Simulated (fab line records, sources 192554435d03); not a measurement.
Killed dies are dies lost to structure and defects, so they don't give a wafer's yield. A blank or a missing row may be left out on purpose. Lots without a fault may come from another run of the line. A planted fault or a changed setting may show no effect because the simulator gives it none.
Which tool did it? | flow n5_finfet | 11 lots, 33 wafers sampled, at 3 steps of a route of 1938

WHAT THE GAUGES READ, wafer by wafer
N5_PASSIVATION_CD_MEAS_10: target cd 3000 nm.
lot  | measured     | on        | cd_nm (nm)
L799 | day 12 16:14 | cd_sem-02 | 2999.5 2997.4 3001.1
L803 | day 13 00:49 | cd_sem-01 | 3000.7 3000.0 2998.6
L807 | day 13 14:00 | cd_sem-03 | 2999.6 2999.9 2997.7
L809 | day 14 17:08 | cd_sem-03 | 3000.2 2997.5 2997.4
L810 | day 14 12:34 | cd_sem-01 | 2997.6 2996.3 2997.4
L811 | day 14 20:33 | cd_sem-03 | 2998.8 2997.7 2998.4
L812 | day 15 03:56 | cd_sem-01 | 2997.9 2997.5 2999.6
L816 | day 15 18:34 | cd_sem-02 | 2999.6 2998.2 2999.8
L817 | day 16 04:08 | cd_sem-02 | 2999.7 2998.3 3000.5
L819 | day 16 21:23 | cd_sem-02 | 2999.4 2998.9 2997.4
L822 | day 17 20:40 | cd_sem-03 | 2998.5 3000.5 2998.2

WHICH TOOL RAN EACH LOT (tool, then ch and the chambers of the sampled wafers, then the start)
lot  | N5_BEOL_M9_SPUTTER_48        | N5_PASSIVATION_PECVD_01
L799 | pvd_sputter-01, day 10 03:04 | pecvd-04 ch 0,1, day 12 14:28
L803 | pvd_sputter-02, day 10 18:28 | pecvd-04 ch 0,1,2, day 13 00:27
L807 | pvd_sputter-02, day 11 15:33 | pecvd-04 ch 0,2, day 13 12:14
L809 | pvd_sputter-02, day 12 17:34 | pecvd-03 ch 1,2, day 14 14:50
L810 | pvd_sputter-02, day 12 18:07 | pecvd-03 ch 0,1,2, day 14 10:56
L811 | pvd_sputter-02, day 12 23:39 | pecvd-04 ch 0,1, day 14 19:59
L812 | pvd_sputter-03, day 13 01:49 | pecvd-04 ch 0,1,2, day 15 02:01
L816 | pvd_sputter-01, day 13 21:18 | pecvd-03 ch 1,2, day 15 17:02
L817 | pvd_sputter-02, day 14 05:49 | pecvd-03 ch 0,1,2, day 16 03:38
L819 | pvd_sputter-02, day 14 23:15 | pecvd-04 ch 0,1,2, day 16 20:21
L822 | pvd_sputter-03, day 15 19:08 | pecvd-01 ch 0,2, day 17 19:13
- N5_BEOL_M9_SPUTTER_48: material Cu, target thk 12 nm, time 2 s.
- N5_PASSIVATION_PECVD_01: deposits SiNx from SiH4/NH3/N2, target thk 200 nm, time 43.2 s.

THE ANSWER, worked out from the rows above alone
Rule: what is usual is taken from the lots themselves. Put in order of their means at a reading, lots are off if they are a third of the lots or fewer, leave a main group of 4 or more, and stand apart from it by a gap of 3 or more times the standard deviation of the main group's means; of several such gaps the widest counts. A main group whose means are all the same, to the digits that the tables above print for the reading, isn't used. A lot without any number at a reading at which 4 lots or more have one is off too. The other lots that the step has rows for count as sound.
No lot is off at any reading shown: from this, nothing can be told.

WHAT THE SIMULATOR HAD PUT IN
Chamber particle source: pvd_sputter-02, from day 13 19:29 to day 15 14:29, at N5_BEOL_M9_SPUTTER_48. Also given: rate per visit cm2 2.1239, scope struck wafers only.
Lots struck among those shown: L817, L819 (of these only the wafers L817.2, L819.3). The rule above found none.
